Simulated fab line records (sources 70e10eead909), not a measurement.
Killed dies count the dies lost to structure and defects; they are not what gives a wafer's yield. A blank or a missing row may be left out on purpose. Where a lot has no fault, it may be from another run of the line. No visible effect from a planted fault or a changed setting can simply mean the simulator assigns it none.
Chamber matching + flow nand_harc + 4 sister chambers for NHARC_P_CONTACT_ETCH_35 on rie_diel-02
The step etches the open film in CF4, target depth 39 nm, time 65 s. 14 wafers are shown with their chamber, then 7 later ones without.

## WAFERS WITH THEIR CHAMBER
| wafer  | chamber | rf_vpp_V (V) | oes_product_au (a.u.) | throttle_valve_pct (%) |
|--------|---------|--------------|-----------------------|------------------------|
| L074.1 | 1       | 153.6        | 0.997                 | 13.269                 |
| L074.4 | 3       | 150.7        | 0.990                 | 13.269                 |
| L074.6 | 2       | 150.9        | 0.999                 | 13.287                 |
| L078.3 | 1       | 152.2        | 0.988                 | 13.282                 |
| L078.4 | 3       | 151.9        | 1.004                 | 13.280                 |
| L078.6 | 3       | 149.9        | 0.994                 | 13.273                 |
| L082.3 | 3       | 150.4        | 0.997                 | 13.286                 |
| L082.4 | 0       | 151.8        | 0.990                 | 13.278                 |
| L082.6 | 3       | 151.9        | 0.996                 | 13.280                 |
| L084.2 | 2       | 148.8        | 1.000                 | 13.284                 |
| L084.3 | 0       | 151.7        | 0.993                 | 13.266                 |
| L084.5 | 1       | 151.9        | 0.996                 | 13.285                 |
| L092.1 | 2       | 150.1        | 0.997                 | 13.268                 |
| L092.2 | 1       | 152.0        | 0.999                 | 13.285                 |

SIGNATURES, as means of the wafers listed above
| reading            | chamber 0 | chamber 1 | chamber 2 | chamber 3 | scatter within a chamber |
|--------------------|-----------|-----------|-----------|-----------|--------------------------|
| rf_vpp_V           | 151.750   | 152.425   | 149.933   | 150.960   | 0.861                    |
| oes_product_au     | 0.99150   | 0.99500   | 0.99867   | 0.99620   | 0.00429                  |
| throttle_valve_pct | 13.27200  | 13.28025  | 13.27967  | 13.27760  | 0.00795                  |
Rule: distance of a wafer from a chamber = root of the sum over the readings of ((wafer's reading minus chamber's mean) / reading's scatter) squared. The wafer belongs to the nearest chamber; if the next one is less than 2 further off, it can't be placed. The scatter is the square root of a quotient: the sum, over the shown wafers, of each reading's squared deviation from its chamber's mean, divided by wafers minus chambers.

## WAFERS WITH NO CHAMBER GIVEN
| wafer  | rf_vpp_V (V) | oes_product_au (a.u.) | throttle_valve_pct (%) |
|--------|--------------|-----------------------|------------------------|
| L092.3 | 152.5        | 0.999                 | 13.287                 |
| L094.1 | 150.8        | 0.995                 | 13.292                 |
| L094.4 | 153.2        | 0.987                 | 13.284                 |
| L094.6 | 151.2        | 0.995                 | 13.308                 |
| L097.1 | 151.1        | 1.008                 | 13.276                 |
| L097.4 | 148.9        | 1.000                 | 13.281                 |
| L097.5 | 152.0        | 1.006                 | 13.299                 |

## EACH ONE'S CHAMBER
| wafer  | from the rows above               | in truth |
|--------|-----------------------------------|----------|
| L092.3 | can't be placed: 1 or 3 or 0 or 2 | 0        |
| L094.1 | can't be placed: 3 or 2 or 1 or 0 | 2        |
| L094.4 | can't be placed: 1 or 0 or 3      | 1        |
| L094.6 | can't be placed: 1 or 3 or 2 or 0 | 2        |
| L097.1 | can't be placed: 2 or 3 or 1 or 0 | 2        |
| L097.4 | can't be placed: 2 or 3           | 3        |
| L097.5 | can't be placed: 1 or 3 or 2 or 0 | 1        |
Correct placement for 0 of the 7. These rows do not allow placing 7 (true chamber among the candidates in 7). Number placed wrongly: 0.
